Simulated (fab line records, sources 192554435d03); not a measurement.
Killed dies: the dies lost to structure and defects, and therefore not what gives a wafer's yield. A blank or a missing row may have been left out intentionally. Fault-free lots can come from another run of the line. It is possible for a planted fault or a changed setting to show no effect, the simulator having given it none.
Which tool was responsible?	flow n5Finfet	24 lots with 72 wafers sampled at 6 steps, on a route of 1938 steps

WHAT THE GAUGES READ, wafer by wafer
The record holds no reading of a measuring or inspecting step that can be judged against a usual standard deviation.

WHICH TOOL RAN EACH LOT (tool, then ch and the chambers of the sampled wafers, then the start)
lot	N5_BEOL_M1_STRIP_36	N5_BEOL_M1_SPUTTER_48	N5_BEOL_M1_SPUTTER_86	N5_BEOL_M1_ANNEAL_91	N5_BEOL_M1_SPUTTER_94	N5_BEOL_M1_PRE_CLEAN_60
L074	rieDiel-04 ch 0,3, day 7 02:15	pvdSputter-01, day 7 03:42	pvdSputter-01, day 7 04:22	pvdSputter-01, day 7 04:53	pvdSputter-01, day 7 05:14	cvdCo-02 ch 0,1, day 7 06:17
L076	rieDiel-02 ch 0,3, day 7 02:28	pvdSputter-02, day 7 03:50	pvdSputter-02, day 7 04:30	pvdSputter-02, day 7 05:01	pvdSputter-02, day 7 05:23	cvdCo-01 ch 1,2, day 7 06:37
L075	rieDiel-02 ch 0,3, day 7 05:26	pvdSputter-01, day 7 06:38	pvdSputter-01, day 7 07:18	pvdSputter-01, day 7 07:49	pvdSputter-01, day 7 08:11	cvdCo-01 ch 1,2, day 7 09:13
L077	rieDiel-03 ch 0,1,3, day 7 05:28	pvdSputter-02, day 7 06:56	pvdSputter-02, day 7 07:36	pvdSputter-02, day 7 08:07	pvdSputter-02, day 7 08:29	cvdCo-01 ch 1,2, day 7 09:38
L078	rieDiel-04 ch 0,3, day 7 05:31	pvdSputter-01, day 7 08:35	pvdSputter-01, day 7 09:14	pvdSputter-01, day 7 09:46	pvdSputter-01, day 7 10:07	cvdCo-02 ch 0,1,2, day 7 11:44
L079	rieDiel-03 ch 1,2, day 7 10:58	pvdSputter-02, day 7 13:20	pvdSputter-02, day 7 13:59	pvdSputter-02, day 7 14:31	pvdSputter-02, day 7 14:52	cvdCo-01 ch 0,1,2, day 7 15:55
L080	rieDiel-03 ch 1,3, day 7 22:54	pvdSputter-03, day 8 02:02	pvdSputter-03, day 8 02:41	pvdSputter-03, day 8 03:13	pvdSputter-03, day 8 03:34	cvdCo-02 ch 0,2, day 8 04:37
L081	rieDiel-02 ch 0,3, day 8 07:25	pvdSputter-02, day 8 08:44	pvdSputter-02, day 8 09:24	pvdSputter-02, day 8 09:55	pvdSputter-02, day 8 10:17	cvdCo-01 ch 1,2, day 8 11:20
L082	rieDiel-03 ch 0,1, day 8 10:51	pvdSputter-03, day 8 12:08	pvdSputter-03, day 8 12:47	pvdSputter-03, day 8 13:19	pvdSputter-03, day 8 13:40	cvdCo-02 ch 0,1, day 8 14:47
L083	rieDiel-03 ch 0,1, day 8 11:19	pvdSputter-02, day 8 14:02	pvdSputter-02, day 8 14:42	pvdSputter-02, day 8 15:13	pvdSputter-02, day 8 15:35	cvdCo-01 ch 0,1,2, day 8 16:41
L084	rieDiel-04 ch 0,1,3, day 8 14:05	pvdSputter-01, day 8 15:39	pvdSputter-01, day 8 16:19	pvdSputter-01, day 8 16:50	pvdSputter-01, day 8 17:11	cvdCo-01 ch 0,1,2, day 8 18:22
L086	rieDiel-03 ch 1,2,3, day 9 19:49	pvdSputter-02, day 9 20:56	pvdSputter-02, day 9 21:35	pvdSputter-02, day 9 22:07	pvdSputter-02, day 9 22:28	cvdCo-01 ch 0,1,2, day 9 23:31
L088	rieDiel-02 ch 0,2, day 9 19:52	pvdSputter-01, day 9 21:17	pvdSputter-01, day 9 21:56	pvdSputter-01, day 9 22:28	pvdSputter-01, day 9 22:49	cvdCo-02 ch 0,1, day 9 23:57
L087	rieDiel-02 ch 0,2, day 9 23:06	pvdSputter-03, day 10 00:41	pvdSputter-03, day 10 01:20	pvdSputter-03, day 10 01:52	pvdSputter-03, day 10 02:13	cvdCo-01 ch 0,2, day 10 03:17
L085	rieDiel-04 ch 0,2, day 9 23:32	pvdSputter-02, day 10 02:04	pvdSputter-02, day 10 02:44	pvdSputter-02, day 10 03:15	pvdSputter-02, day 10 03:37	cvdCo-02 ch 0,2, day 10 04:55
L090	rieDiel-04 ch 0,2,3, day 10 04:51	pvdSputter-02, day 10 05:56	pvdSputter-02, day 10 06:35	pvdSputter-02, day 10 07:07	pvdSputter-02, day 10 07:28	cvdCo-02 ch 0,1,2, day 10 08:31
L089	rieDiel-02 ch 0,1,2, day 10 05:35	pvdSputter-03, day 10 07:19	pvdSputter-03, day 10 07:58	pvdSputter-03, day 10 08:29	pvdSputter-03, day 10 08:51	cvdCo-01 ch 0,1,2, day 10 09:54
L091	rieDiel-02 ch 0,3, day 10 12:52	pvdSputter-02, day 10 14:24	pvdSputter-02, day 10 15:04	pvdSputter-02, day 10 15:35	pvdSputter-02, day 10 15:56	cvdCo-02 ch 0,1,2, day 10 17:04
L092	rieDiel-02 ch 1,2, day 10 14:53	pvdSputter-02, day 10 17:24	pvdSputter-02, day 10 18:04	pvdSputter-02, day 10 18:35	pvdSputter-02, day 10 18:56	cvdCo-02 ch 1,2, day 10 20:12
L093	rieDiel-04 ch 0,2,3, day 11 03:49	pvdSputter-02, day 11 06:32	pvdSputter-02, day 11 07:11	pvdSputter-02, day 11 07:43	pvdSputter-02, day 11 08:04	cvdCo-02 ch 0,1, day 11 09:13
L095	rieDiel-03 ch 1,2,3, day 11 09:58	pvdSputter-03, day 11 11:01	pvdSputter-03, day 11 11:40	pvdSputter-03, day 11 12:11	pvdSputter-03, day 11 12:33	cvdCo-02 ch 0,1,2, day 11 13:37
L094	rieDiel-04 ch 0,1,2, day 11 09:58	pvdSputter-02, day 11 11:03	pvdSputter-02, day 11 11:43	pvdSputter-02, day 11 12:14	pvdSputter-02, day 11 12:35	cvdCo-01 ch 0,2, day 11 13:50
L096	rieDiel-04 ch 1,2,3, day 11 18:23	pvdSputter-01, day 11 19:49	pvdSputter-01, day 11 20:28	pvdSputter-01, day 11 20:59	pvdSputter-01, day 11 21:21	cvdCo-01 ch 0,2, day 11 22:25
L097	rieDiel-04 ch 0,3, day 12 15:58	pvdSputter-03, day 12 16:59	pvdSputter-03, day 12 17:38	pvdSputter-03, day 12 18:10	pvdSputter-03, day 12 18:33	cvdCo-02 ch 0,1, day 12 21:11
- N5_BEOL_M1_STRIP_36: strips in N2/H2.
- N5_BEOL_M1_SPUTTER_48: material Cu, target thk 4.5 nm, time 8.29 s.
- N5_BEOL_M1_SPUTTER_86: material Cu, target thk 4.5 nm, time 8.29 s.
- N5_BEOL_M1_ANNEAL_91: time 240 s.
- N5_BEOL_M1_SPUTTER_94: material Cu, target thk 4.5 nm, time 8.29 s.
- N5_BEOL_M1_PRE_CLEAN_60: time 15 s.

AS READ BY THE TOOLS THEMSELVES (means over the sampled wafers that have a number; for cases with no such wafer, the mark the record gives instead)
N5_BEOL_M1_STRIP_36. Usual: drypumpMotorCurrentA 5.8 A, standard deviation 0.59; h2FlowSccm 199.9 sccm, standard deviation 0.64; oesProductAu 0.76 a.u., standard deviation 0.074; rfVppV 59.1 V, standard deviation 1.4; showerheadPlenumPTorr 2.52 Torr, standard deviation 0.085; throttleValvePct 23.6 %, standard deviation 0.34.
lot	tool	drypumpMotorCurrentA (A)	h2FlowSccm (sccm)	oesProductAu (a.u.)	rfVppV (V)	showerheadPlenumPTorr (Torr)	throttleValvePct (%)	flag
L074	rieDiel-04	6.0	200.5	0.75	58.3	2.41	23.6	
L076	rieDiel-02	6.0	200.6	0.77	59.8	2.57	23.9	
L075	rieDiel-02	6.3	200.2	0.83	59.7	2.52	23.5	
L077	rieDiel-03	5.7	200.0	0.73	59.0	2.56	23.6	
L078	rieDiel-04	6.0	200.4	0.75	58.8	2.41	23.6	
L079	rieDiel-03	5.9	199.8	0.72	58.3	2.54	23.7	
L080	rieDiel-03	6.1	199.8	0.72	60.4	2.61	23.4	
L081	rieDiel-02	6.3	200.6	0.82	59.1	2.52	23.5	
L082	rieDiel-03	5.5	200.4	0.70	59.7	2.53	23.8	
L083	rieDiel-03	5.9	199.2	0.69	58.1	2.57	23.5	
L084	rieDiel-04	5.8	200.0	0.78	59.4	2.44	23.5	
L086	rieDiel-03	5.9	200.3	0.74	59.8	2.56	23.6	
L088	rieDiel-02	5.4	200.4	0.76	59.7	2.61	24.1	
L087	rieDiel-02	5.0	199.4	0.84	59.9	2.60	23.8	
L085	rieDiel-04	5.4	200.3	0.73	58.7	2.47	23.5	
L090	rieDiel-04	5.8	200.4	0.73	60.6	2.46	23.6	
L089	rieDiel-02	5.7	199.7	0.76	59.6	2.61	23.9	
L091	rieDiel-02	6.3	200.0	0.79	58.9	2.51	23.5	
L092	rieDiel-02	5.9	199.7	0.75	59.6	2.62	23.8	
L093	rieDiel-04	5.8	199.6	0.73	59.0	2.46	23.5	
L095	rieDiel-03	5.9	199.9	0.71	61.2	2.55	23.6	
L094	rieDiel-04	5.5	199.8	0.76	57.9	2.44	23.5	
L096	rieDiel-04	5.6	199.5	0.75	58.2	2.49	23.5	
L097	rieDiel-04	6.0	200.4	0.72	57.6	2.40	23.6	

N5_BEOL_M1_SPUTTER_48. Usual: susceptorTempC -19.98 C, standard deviation 0.11; throttleValvePct 29.9 %, standard deviation 0.82.
lot	tool	susceptorTempC (C)	throttleValvePct (%)	flag
L074	pvdSputter-01	-19.96	29.3	
L076	pvdSputter-02	-19.96	30.0	
L075	pvdSputter-01	-19.97	29.6	
L077	pvdSputter-02	-19.97	28.9	
L078	pvdSputter-01	-19.93	29.3	
L079	pvdSputter-02	-20.05	29.1	
L080	pvdSputter-03	-20.08	30.5	
L081	pvdSputter-02	-20.08	29.5	
L082	pvdSputter-03	-19.98	30.4	
L083	pvdSputter-02	-19.90	30.3	
L084	pvdSputter-01	-20.04	29.3	
L086	pvdSputter-02	-19.89	29.9	
L088	pvdSputter-01	-19.84	28.4	
L087	pvdSputter-03	-19.99	30.9	
L085	pvdSputter-02	-20.04	30.0	
L090	pvdSputter-02	-19.99	29.3	
L089	pvdSputter-03	-19.96	30.6	
L091	pvdSputter-02	-19.93	29.1	
L092	pvdSputter-02	-20.00	30.1	
L093	pvdSputter-02	-19.96	29.8	
L095	pvdSputter-03	-20.02	30.3	
L094	pvdSputter-02	-20.01	29.7	
L096	pvdSputter-01	-20.08	29.7	
L097	pvdSputter-03	-20.00	30.9	

N5_BEOL_M1_SPUTTER_86. Usual: susceptorTempC -19.99 C, standard deviation 0.097; throttleValvePct 29.8 %, standard deviation 0.81.
lot	tool	susceptorTempC (C)	throttleValvePct (%)	flag
L074	pvdSputter-01	-20.02	29.3	
L076	pvdSputter-02	-20.05	30.0	
L075	pvdSputter-01	-19.99	29.6	
L077	pvdSputter-02	-19.94	29.1	
L078	pvdSputter-01	-19.94	29.3	
L079	pvdSputter-02	-20.04	29.1	
L080	pvdSputter-03	-19.99	30.5	
L081	pvdSputter-02	-19.97	29.5	
L082	pvdSputter-03	-20.03	30.3	
L083	pvdSputter-02	-19.97	30.3	
L084	pvdSputter-01	-20.08	29.4	
L086	pvdSputter-02	-19.99	30.0	
L088	pvdSputter-01	-20.02	28.5	
L087	pvdSputter-03	-19.99	30.9	
L085	pvdSputter-02	-19.93	29.8	
L090	pvdSputter-02	-19.99	29.3	
L089	pvdSputter-03	-19.95	30.6	
L091	pvdSputter-02	-20.04	29.3	
L092	pvdSputter-02	-20.05	30.0	
L093	pvdSputter-02	-20.00	30.0	
L095	pvdSputter-03	-20.03	30.4	
L094	pvdSputter-02	-19.94	29.7	
L096	pvdSputter-01	-19.99	29.7	
L097	pvdSputter-03	-20.03	30.8	

N5_BEOL_M1_ANNEAL_91. Usual: heaterPowerW 837 W, standard deviation 58; susceptorTempC 400.03 C, standard deviation 0.2.
lot	tool	heaterPowerW (W)	susceptorTempC (C)	flag
L074	pvdSputter-01	824	400.15	
L076	pvdSputter-02	853	399.95	
L075	pvdSputter-01	803	400.08	
L077	pvdSputter-02	847	400.23	
L078	pvdSputter-01	815	400.00	
L079	pvdSputter-02	837	400.08	
L080	pvdSputter-03	768	399.93	
L081	pvdSputter-02	829	400.12	
L082	pvdSputter-03	774	400.12	
L083	pvdSputter-02	896	399.95	
L084	pvdSputter-01	802	400.06	
L086	pvdSputter-02	853	399.86	
L088	pvdSputter-01	854	399.80	
L087	pvdSputter-03	829	400.15	
L085	pvdSputter-02	863	400.27	
L090	pvdSputter-02	833	400.09	
L089	pvdSputter-03	846	400.28	
L091	pvdSputter-02	848	399.80	
L092	pvdSputter-02	868	399.93	
L093	pvdSputter-02	851	400.04	
L095	pvdSputter-03	779	399.91	
L094	pvdSputter-02	871	400.12	
L096	pvdSputter-01	795	399.91	
L097	pvdSputter-03	819	400.12	

N5_BEOL_M1_SPUTTER_94. Usual: susceptorTempC -19.99 C, standard deviation 0.11; throttleValvePct 29.9 %, standard deviation 0.81.
lot	tool	susceptorTempC (C)	throttleValvePct (%)	flag
L074	pvdSputter-01	-20.07	29.2	
L076	pvdSputter-02	-20.04	30.1	
L075	pvdSputter-01	-20.00	29.6	
L077	pvdSputter-02	-19.90	29.2	
L078	pvdSputter-01	-20.00	29.3	
L079	pvdSputter-02	-20.01	29.1	
L080	pvdSputter-03	-20.04	30.7	
L081	pvdSputter-02	-20.05	29.6	
L082	pvdSputter-03	-20.09	30.4	
L083	pvdSputter-02	-20.02	30.3	
L084	pvdSputter-01	-19.95	29.5	
L086	pvdSputter-02	-20.01	29.8	
L088	pvdSputter-01	-19.91	28.5	
L087	pvdSputter-03	-19.95	30.8	
L085	pvdSputter-02	-19.96	29.9	
L090	pvdSputter-02	-20.06	29.3	
L089	pvdSputter-03	-19.91	30.7	
L091	pvdSputter-02	-19.96	29.1	
L092	pvdSputter-02	-20.09	30.0	
L093	pvdSputter-02	-19.97	30.0	
L095	pvdSputter-03	-20.00	30.3	
L094	pvdSputter-02	-20.01	29.9	
L096	pvdSputter-01	-19.97	30.0	
L097	pvdSputter-03	-19.96	30.8	

N5_BEOL_M1_PRE_CLEAN_60. Usual: heaterPowerW 85 W, standard deviation 13; rfFwdPowerW 296.7 W, standard deviation 1.2.
lot	tool	heaterPowerW (W)	rfFwdPowerW (W)	flag
L074	cvdCo-02	75	297.8	
L076	cvdCo-01	78	296.9	
L075	cvdCo-01	79	296.6	
L077	cvdCo-01	88	296.4	
L078	cvdCo-02	88	296.3	
L079	cvdCo-01	83	295.7	
L080	cvdCo-02	96	296.1	
L081	cvdCo-01	80	295.3	
L082	cvdCo-02	75	298.4	
L083	cvdCo-01	82	297.6	
L084	cvdCo-01	82	296.6	
L086	cvdCo-01	83	297.9	
L088	cvdCo-02	84	298.0	
L087	cvdCo-01	79	295.9	
L085	cvdCo-02	100	295.9	
L090	cvdCo-02	88	297.2	
L089	cvdCo-01	82	296.7	
L091	cvdCo-02	88	297.0	
L092	cvdCo-02	91	296.1	
L093	cvdCo-02	75	297.6	
L095	cvdCo-02	88	296.4	
L094	cvdCo-01	76	296.4	
L096	cvdCo-01	76	296.5	
L097	cvdCo-02	85	297.4	

THE ANSWER, worked out from the rows above alone
Rule: a lot counts as off when the mean over its wafers that have a number is more than 3 standard deviations away from the usual mean. Also off: a lot with no number at a reading for which 4 or more lots have one. Where the step has rows for the other lots, those lots are counted as sound. The gauges are gone through in route order, then the tools' own readings, and for those a lot's mean is taken as printed above. The first step at which some lot is off is used, and at that step the reading that is off furthest; a lot without a number counts as furthest.
Across all readings shown, no lot is off: no conclusion can be drawn from this.

WHAT THE SIMULATOR HAD INSERTED
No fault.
